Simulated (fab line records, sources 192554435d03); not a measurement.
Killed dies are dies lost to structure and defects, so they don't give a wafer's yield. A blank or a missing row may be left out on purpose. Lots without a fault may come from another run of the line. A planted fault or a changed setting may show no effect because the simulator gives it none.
Chamber matching | flow n5_finfet | N5_DUMMY_GATE_ETCH_32 on rie_si-01: 4 sister chambers
The step etches SiO2 in CF4, target depth 3.5 nm, time 3.9 s. 20 wafers are shown with their chamber, then 10 later ones without.

WAFERS WITH THEIR CHAMBER
wafer  | chamber | drypump_motor_current_A (A) | throttle_valve_pct (%) | oes_product_au (a.u.)
L075.3 | 1       | 5.2                         | 21.14                  | 0.992
L075.5 | 0       | 6.5                         | 21.46                  | 1.014
L075.6 | 3       | 5.3                         | 21.56                  | 0.970
L076.2 | 0       | 6.5                         | 21.45                  | 1.006
L076.5 | 0       | 6.5                         | 21.44                  | 1.001
L076.6 | 3       | 5.3                         | 21.57                  | 0.965
L077.2 | 1       | 5.2                         | 21.16                  | 0.985
L077.5 | 2       | 5.5                         | 21.82                  | 1.007
L077.6 | 3       | 5.3                         | 21.55                  | 0.974
L080.1 | 0       | 6.5                         | 21.44                  | 1.018
L080.4 | 1       | 5.2                         | 21.14                  | 0.987
L080.5 | 3       | 5.3                         | 21.57                  | 0.964
L085.2 | 1       | 5.2                         | 21.14                  | 0.986
L085.3 | 3       | 5.3                         | 21.56                  | 0.963
L085.6 | 3       | 5.3                         | 21.56                  | 0.981
L087.2 | 1       | 5.2                         | 21.16                  | 0.975
L087.3 | 0       | 6.4                         | 21.45                  | 1.017
L087.6 | 3       | 5.3                         | 21.58                  | 0.963
L088.1 | 1       | 5.2                         | 21.16                  | 1.000
L088.2 | 2       | 5.5                         | 21.83                  | 1.023

SIGNATURES (means of the wafers above)
reading                 | chamber 0 | chamber 1 | chamber 2 | chamber 3 | scatter within a chamber
drypump_motor_current_A | 6.480     | 5.200     | 5.500     | 5.300     | 0.0224
throttle_valve_pct      | 21.4480   | 21.1500   | 21.8250   | 21.5643   | 0.00969
oes_product_au          | 1.01120   | 0.98750   | 1.01500   | 0.96857   | 0.00779
Rule: a wafer's distance from a chamber is the root of the sum, over the readings, of the square of ((its reading less the chamber's mean) divided by the reading's scatter). The wafer belongs to the nearest chamber; if the next one is less than 2 further off, it can't be placed. The scatter: the root of (the sum of the squares of (reading less its chamber's mean) over the shown wafers, divided by (wafers less chambers)).

WAFERS WITHOUT THEIR CHAMBER
wafer  | drypump_motor_current_A (A) | throttle_valve_pct (%) | oes_product_au (a.u.)
L088.4 | 5.2                         | 21.55                  | 0.980
L089.1 | 5.5                         | 21.83                  | 1.030
L089.4 | 6.5                         | 21.45                  | 1.033
L089.6 | 5.3                         | 21.55                  | 0.978
L096.2 | 5.3                         | 21.56                  | 0.976
L096.3 | 6.5                         | 21.45                  | 1.020
L096.4 | 5.5                         | 21.82                  | 1.006
L097.2 | 5.6                         | 21.84                  | 1.013
L097.3 | 5.2                         | 21.16                  | 0.995
L097.6 | 5.3                         | 21.57                  | 0.977

WHICH CHAMBER EACH WENT THROUGH
wafer  | from the rows above | in truth
L088.4 | 3                   | 3
L089.1 | 2                   | 2
L089.4 | 0                   | 0
L089.6 | 3                   | 3
L096.2 | 3                   | 3
L096.3 | 0                   | 0
L096.4 | 2                   | 2
L097.2 | 2                   | 2
L097.3 | 1                   | 1
L097.6 | 3                   | 3
Placed correctly: 10 of 10. Can't be placed from these rows: 0. Placed wrongly: 0.
